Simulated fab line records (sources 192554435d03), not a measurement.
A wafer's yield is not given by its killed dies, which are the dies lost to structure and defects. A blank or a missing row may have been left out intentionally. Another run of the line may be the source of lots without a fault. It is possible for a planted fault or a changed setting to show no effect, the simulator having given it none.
fab line records    flow n5-finfet    part 2 of 2: steps 5 to 6 of 6
record lots=23  wafers=69  last-day=17
route steps=1938 shown STI_FIN_REVEAL@207 DUMMY_GATE@234 SD_EPI_N@281 SD_EPI_P@305 SDB@368
lots that met no fault: taken from a fault-free run of the same line
start-h: the number of hours between the record's first day and the start of the first shown wafer of the lot    wait-h: hours from the lot's prior step to this one    " same as the row above    L1.1+2: several wafers, shown together as one row    - no value, or no start was given    * or withheld: withheld    < > ~ a bound
route shown NAME@n: names a module that has steps shown in the file, with the first one's number in the route    usual: mean/standard deviation of fault-free wafers    same: alike in all rows    chamber/n: place in a boat    sites: per-site readings    _std_site: the standard deviation of these    _edge_site: inner sites' mean taken away from outer sites' mean    radius-mm: how far each site lies from the wafer's centre    mask NAME#n: copy n    behind: the most recent tool/chamber to have shaped the wafer    hold: cause of the lot's hold/its duration in hours/its outcome    device: which transistor (n, p or np) failed to switch    end of line: at the end of the route, the tests of the same wafers    for a step that has no rows: nothing shown but its recipe    killed: at the first sort, the dies lost to defects and structure; wafer yield is something else    map: dies across one wafer; x = killed, . = not, _ = none there
set.NAME: setting as actually run; set.NAME@STEP: the setting as run at that earlier step    model.NAME: the simulator's own value behind a step, which no gauge read
steps of the route over a sample of lots; a table a step, a row a wafer
services: the hour from which a tool's chamber was out of use, counted from the record's first day as start-h (under 0 if before that day), plus the number of hours and why
## steps
# step N5_SDB_ETCH_25
# recipe chemistry=C4F6/O2  target=SiO2  target-depth-a=100  time-s=3.3  ion-energy-ev=250  mask-material=SiNx  pressure-mtorr=30  source-w=345  bias-w=185  Ar_flow_sccm=300  C4F6_flow_sccm=10  O2_flow_sccm=10
# usual drypump-motor-current-A=5.6/0.48  oes_ar_750_au=0.80/0.11  oes_f_703_au=0.80/0.12  oes-product-au=0.81/0.12  rf-vpp-V=666/15  showerhead-plenum-p-Torr=2.85/0.068  throttle-valve-pct=21.23/0.22
lot.wafer  tool         chamber  start-h  wait-h  drypump-motor-current-A  oes_ar_750_au  oes_f_703_au  oes-product-au  rf-hours-counter-h  rf-vpp-V  showerhead-plenum-p-Torr  throttle-valve-pct
L074.1     rie-diel-06  2        70.18    0.0     4.7                      0.70           0.71          0.70            212                 648       2.80                      21.32
L074.3     "            3        "        "       4.8                      0.72           0.72          0.71            167                 659       2.99                      21.56
L074.5     "            1        "        "       5.9                      0.70           0.68          0.70            -                   661       2.84                      21.51
L075.2     rie-diel-05  2        72.62    0.0     4.8                      0.78           0.81          0.77            123                 633       2.75                      21.22
L075.5     "            2        "        "       4.8                      0.78           0.80          0.77            -                   634       2.75                      21.23
L075.6     "            0        "        "       5.9                      0.97           0.95          0.98            -                   658       2.81                      21.25
L076.3     rie-diel-05  0        77.42    0.0     5.9                      0.96           0.95          0.97            7                   658       2.81                      21.25
L076.4     "            3        "        "       6.1                      0.72           0.71          0.73            -                   663       2.84                      21.26
L076.6     "            2        "        "       4.9                      0.78           0.79          0.78            -                   634       2.75                      21.24
L077.2     rie-diel-03  3        85.48    0.0     5.5                      0.71           0.70          0.72            201                 680       2.90                      21.23
L077.4     "            1        "        "       5.9                      0.69           0.69          0.69            -                   665       2.78                      21.33
L077.6     "            3        "        "       5.5                      0.71           0.70          0.73            -                   681       2.90                      21.23
L078.4     rie-diel-03  1        91.23    0.1     5.9                      0.69           0.69          0.68            -                   663       2.78                      21.34
L078.5     "            3        "        "       5.5                      0.71           0.69          0.72            -                   680       2.90                      21.22
L078.6     "            2        "        "       5.8                      1.01           1.01          1.01            -                   685       2.92                      20.92
L079.1     rie-diel-06  0        96.80    0.2     5.2                      0.96           0.98          0.94            10                  644       2.94                      20.96
L079.3     "            2        "        "       4.7                      0.68           0.70          0.68            223                 648       2.79                      21.34
L079.5     "            3        "        "       4.8                      0.71           0.71          0.70            -                   658       2.99                      21.58
L081.1     rie-diel-05  1        108.47   0.1     5.1                      0.91           0.89          0.91            7                   688       2.89                      20.90
L081.4     "            0        "        "       5.9                      0.91           0.92          0.93            19                  657       2.80                      21.28
L081.5     "            0        "        "       5.9                      0.92           0.93          0.93            -                   657       2.80                      21.26
L082.2     rie-diel-03  1        120.98   0.7     5.9                      0.68           0.68          0.68            249                 663       2.77                      21.36
L082.4     "            2        "        "       5.8                      0.95           0.96          0.96            -                   682       2.91                      20.94
L082.5     "            1        "        "       5.9                      0.68           0.68          0.68            -                   664       2.77                      21.33
L083.1     rie-diel-05  0        127.14   0.3     5.9                      0.91           0.90          0.90            26                  657       2.80                      21.27
L083.3     "            2        "        "       4.9                      0.76           0.78          0.76            146                 632       2.74                      21.26
L083.4     "            3        "        "       6.1                      0.71           0.69          0.70            180                 661       2.83                      21.28
L084.1     rie-diel-03  2        131.59   0.0     5.8                      0.93           0.94          0.94            20                  681       2.91                      20.94
L084.2     "            0        "        "       6.3                      0.66           0.63          0.68            242                 683       2.84                      21.66
L084.4     "            0        "        "       6.3                      0.66           0.62          0.67            -                   682       2.84                      21.63
L085.2     rie-diel-03  2        137.02   0.0     5.8                      0.92           0.93          0.94            22                  681       2.91                      20.97
L085.3     "            3        "        "       5.5                      0.69           0.68          0.72            225                 681       2.89                      21.25
L085.6     "            2        "        "       5.8                      0.93           0.94          0.93            -                   682       2.91                      20.94
L086.2     rie-diel-05  3        146.89   0.0     6.1                      0.70           0.68          0.70            188                 662       2.83                      21.29
L086.4     "            1        "        "       5.1                      0.88           0.85          0.88            22                  686       2.89                      20.93
L086.5     "            3        "        "       6.1                      0.70           0.69          0.71            -                   662       2.83                      21.30
L087.1     rie-diel-06  2        151.09   0.3     4.7                      0.68           0.68          0.68            243                 650       2.78                      21.38
L087.5     "            1        "        "       5.9                      0.68           0.66          0.67            -                   660       2.82                      21.55
L087.6     "            0        "        "       5.3                      0.93           0.94          0.92            -                   645       2.93                      20.97
L088.4     rie-diel-03  1        154.53   0.1     5.9                      0.96           0.97          0.98            -                   664       2.77                      20.94
L088.5     "            2        "        "       5.8                      0.91           0.92          0.92            -                   681       2.90                      20.97
L088.6     "            3        "        "       5.5                      0.69           0.68          0.70            -                   680       2.89                      21.27
L089.2     rie-diel-06  2        158.34   0.1     4.7                      0.68           0.68          0.67            246                 647       2.78                      21.38
L089.5     "            1        "        "       5.9                      0.68           0.66          0.67            -                   658       2.82                      21.55
L089.6     "            0        "        "       5.3                      0.93           0.94          0.92            -                   645       2.93                      20.99
L090.2     rie-diel-03  1        165.94   0.2     5.9                      0.94           0.94          0.96            8                   663       2.77                      20.96
L090.3     "            2        "        "       5.8                      0.90           0.91          0.92            35                  682       2.90                      20.99
L090.5     "            2        "        "       5.8                      0.90           0.90          0.92            -                   682       2.90                      20.99
L091.2     rie-diel-03  1        170.18   0.5     5.9                      0.93           0.94          0.95            9                   663       2.77                      20.97
L091.5     "            1        "        "       5.9                      0.93           0.94          0.95            -                   663       2.77                      20.94
L091.6     "            2        "        "       5.8                      0.90           0.90          0.92            -                   681       2.90                      21.00
L092.2     rie-diel-03  2        174.77   0.0     5.8                      0.90           0.90          0.91            38                  681       2.90                      20.97
L092.4     "            2        "        "       5.8                      0.90           0.90          0.91            -                   681       2.90                      20.98
L092.5     "            1        "        "       5.9                      0.92           0.93          0.94            -                   663       2.77                      20.94
L093.2     rie-diel-03  1        181.58   0.3     5.9                      0.91           0.92          0.93            15                  663       2.76                      20.93
L093.3     "            3        "        "       5.5                      0.68           0.67          0.70            242                 680       2.88                      21.29
L093.6     "            2        "        "       5.8                      0.89           0.90          0.90            -                   679       2.90                      20.98
L094.2     rie-diel-03  0        186.93   0.0     6.3                      0.94           0.88          0.97            5                   682       2.83                      21.39
L094.3     "            1        "        "       5.8                      0.91           0.91          0.93            16                  663       2.76                      20.95
L094.5     "            0        "        "       6.3                      0.94           0.88          0.97            -                   683       2.83                      21.39
L095.2     rie-diel-06  0        194.80   0.1     5.2                      0.90           0.91          0.88            42                  645       2.92                      20.99
L095.4     "            1        "        "       5.9                      0.66           0.65          0.67            239                 661       2.81                      21.57
L095.5     "            3        "        "       4.8                      0.69           0.68          0.68            -                   659       2.97                      21.64
L096.1     rie-diel-05  3        198.67   0.1     6.1                      0.69           0.68          0.70            205                 661       2.82                      21.34
L096.4     "            0        "        "       5.9                      0.86           0.86          0.87            50                  657       2.79                      21.32
L096.6     "            2        "        "       4.8                      0.73           0.76          0.73            -                   634       2.72                      21.30
L097.3     rie-diel-03  0        205.22   0.0     6.3                      0.92           0.86          0.95            11                  683       2.83                      21.40
L097.4     "            3        "        "       5.5                      0.68           0.67          0.70            250                 679       2.88                      21.31
L097.6     "            0        "        "       6.3                      0.92           0.87          0.95            -                   682       2.83                      21.40
# step N5_SDB_CUT_ETCH_26
# recipe chemistry=HBr/Cl2/O2  target=Si  target-depth-a=1296  bt-time-s=20  mask-material=SiNx  time-s=51.8  ion-energy-ev=*  bias-w=*  pressure-mtorr=10  icp-w=800  HBr_flow_sccm=150  Cl2_flow_sccm=80  O2_flow_sccm=12
# usual HBr_flow_sccm=149.9/0.5  drypump-motor-current-A=5.8/0.58  oes-product-au=0.998/0.015  throttle-valve-pct=37.26/0.26
lot.wafer  tool       chamber  start-h  wait-h  HBr_flow_sccm  drypump-motor-current-A  oes-product-au  rf-hours-counter-h  throttle-valve-pct
L074.1     rie-si-03  0        70.28    0.1     149.8          5.0                      0.981           97                  37.50
L074.3     "          2        "        "       149.9          5.5                      1.007           145                 37.07
L074.5     "          3        "        "       149.8          6.0                      1.009           -                   36.85
L075.2     rie-si-03  0        72.70    0.1     149.7          5.0                      0.981           97                  37.51
L075.5     "          0        "        "       149.2          5.0                      0.980           -                   37.51
L075.6     "          1        "        "       150.3          6.6                      0.995           -                   37.38
L076.3     rie-si-01  0        77.51    0.1     150.0          5.8                      0.996           93                  37.37
L076.4     "          1        "        "       149.7          5.3                      1.004           -                   36.24
L076.6     "          2        "        "       149.7          5.6                      1.004           -                   37.12
L077.2     rie-si-05  1        85.60    0.1     149.3          6.5                      1.024           107                 37.33
L077.4     "          2        "        "       148.7          5.6                      0.995           167                 37.20
L077.6     "          3        "        "       150.0          4.9                      0.995           -                   37.55
L078.4     rie-si-03  2        91.28    0.0     149.2          5.5                      1.001           146                 37.08
L078.5     "          1        "        "       149.3          6.6                      0.981           -                   37.37
L078.6     "          0        "        "       150.3          5.0                      0.981           -                   37.52
L079.1     rie-si-03  0        96.88    0.1     150.0          5.0                      0.983           97                  37.51
L079.3     "          2        "        "       149.5          5.5                      1.002           146                 37.07
L079.5     "          2        "        "       149.6          5.5                      1.015           -                   37.08
L081.1     rie-si-03  2        108.56   0.1     149.6          5.5                      1.005           146                 37.07
L081.4     "          0        "        "       149.7          5.0                      0.979           98                  37.51
L081.5     "          1        "        "       150.6          6.6                      0.977           -                   37.36
L082.2     rie-si-03  2        121.06   0.1     149.8          5.5                      1.011           146                 37.08
L082.4     "          0        "        "       149.6          5.0                      0.976           98                  37.52
L082.5     "          2        "        "       150.5          5.5                      1.004           -                   37.04
L083.1     rie-si-03  1        127.23   0.1     150.3          6.6                      0.982           69                  37.39
L083.3     "          2        "        "       149.7          5.5                      1.004           146                 37.06
L083.4     "          0        "        "       150.2          5.0                      0.977           98                  37.50
L084.1     rie-si-05  0        131.67   0.1     150.8          6.2                      0.985           68                  37.42
L084.2     "          1        "        "       149.8          6.5                      1.023           108                 37.32
L084.4     "          2        "        "       149.8          5.6                      1.003           168                 37.24
L085.2     rie-si-05  0        137.11   0.1     149.3          6.2                      0.984           68                  37.42
L085.3     "          3        "        "       150.1          5.0                      0.985           9                   37.54
L085.6     "          0        "        "       149.6          6.2                      0.986           -                   37.42
L086.2     rie-si-03  2        146.98   0.1     149.5          5.5                      0.997           147                 37.05
L086.4     "          3        "        "       149.9          6.0                      1.020           58                  36.85
L086.5     "          2        "        "       149.8          5.5                      1.004           -                   37.06
L087.1     rie-si-03  2        151.18   0.1     148.7          5.5                      1.006           147                 37.08
L087.5     "          3        "        "       150.1          6.0                      1.016           -                   36.84
L087.6     "          2        "        "       149.5          5.5                      1.000           -                   37.07
L088.4     rie-si-05  0        154.58   0.0     149.6          6.2                      0.982           69                  37.42
L088.5     "          2        "        "       149.6          5.6                      1.000           -                   37.23
L088.6     "          3        "        "       150.7          4.9                      0.982           -                   37.55
L089.2     rie-si-05  3        158.42   0.1     150.5          4.9                      0.990           10                  37.54
L089.5     "          1        "        "       149.6          6.5                      1.021           -                   37.32
L089.6     "          0        "        "       149.8          6.2                      0.984           -                   37.41
L090.2     rie-si-05  1        166.02   0.1     150.1          6.4                      1.016           109                 37.31
L090.3     "          0        "        "       149.2          6.2                      0.982           69                  37.41
L090.5     "          0        "        "       149.9          6.2                      0.984           -                   37.43
L091.2     rie-si-05  3        170.29   0.1     150.0          4.9                      0.983           10                  37.54
L091.5     "          0        "        "       149.0          6.2                      0.988           -                   37.41
L091.6     "          1        "        "       149.9          6.4                      1.014           -                   37.31
L092.2     rie-si-03  0        174.86   0.1     150.0          5.0                      0.979           99                  37.50
L092.4     "          2        "        "       148.8          5.5                      1.005           147                 37.06
L092.5     "          0        "        "       149.3          5.0                      0.984           -                   37.48
L093.2     rie-si-03  2        181.66   0.1     149.9          5.5                      1.008           147                 37.07
L093.3     "          1        "        "       150.0          6.6                      1.000           70                  37.37
L093.6     "          3        "        "       150.5          6.0                      1.011           -                   36.86
L094.2     rie-si-03  2        187.02   0.1     151.0          5.5                      0.996           147                 37.07
L094.3     "          3        "        "       149.8          6.0                      1.027           58                  36.84
L094.5     "          0        "        "       149.5          5.0                      0.977           -                   37.51
L095.2     rie-si-03  0        194.89   0.1     149.8          5.0                      0.974           99                  37.51
L095.4     "          3        "        "       150.1          5.9                      1.014           59                  36.84
L095.5     "          1        "        "       149.9          6.5                      0.981           -                   37.39
L096.1     rie-si-03  3        198.75   0.1     149.6          6.0                      1.025           59                  36.86
L096.4     "          0        "        "       149.8          5.0                      0.984           99                  37.53
L096.6     "          2        "        "       149.9          5.5                      1.007           -                   37.07
L097.3     rie-si-05  2        205.31   0.1     150.2          5.6                      0.999           169                 37.23
L097.4     "          2        "        "       150.7          5.6                      1.004           -                   37.22
L097.6     "          3        "        "       150.1          4.9                      0.983           -                   37.53
## services
tool         chamber  start-h  hours  kind
rie-diel-02  1        29.51    5.5    repair
rie-diel-01  3        31.66    14.4   repair
rie-diel-01  -        38.35    2.0    repair
rie-si-01    0        52.51    6.1    repair
rie-si-01    3        56.00    24.3   repair
rie-diel-02  3        63.87    10.9   repair
rie-diel-02  3        75.88    2.6    repair
rie-diel-03  0        77.63    53.1   repair
rie-si-05    3        96.32    5.7    repair
rie-diel-03  2        97.15    3.3    repair
rie-diel-06  0        100.78   9.1    repair
rie-diel-04  2        114.20   1.9    repair
rie-diel-06  -        119.48   4.4    repair
rie-diel-06  0        124.63   1.7    repair
rie-diel-04  -        131.63   0.8    repair
rie-diel-04  0        132.51   11.9   repair
rie-diel-02  1        156.55   15.9   repair
rie-diel-03  -        158.24   0.4    repair
rie-diel-01  3        165.35   3.0    repair
rie-si-03    2        166.99   1.0    repair
rie-diel-03  3        168.79   4.2    repair
rie-si-05    -        175.27   1.1    repair
rie-si-05    -        183.50   14.6   pm
rie-si-05    0        199.30   7.5    repair
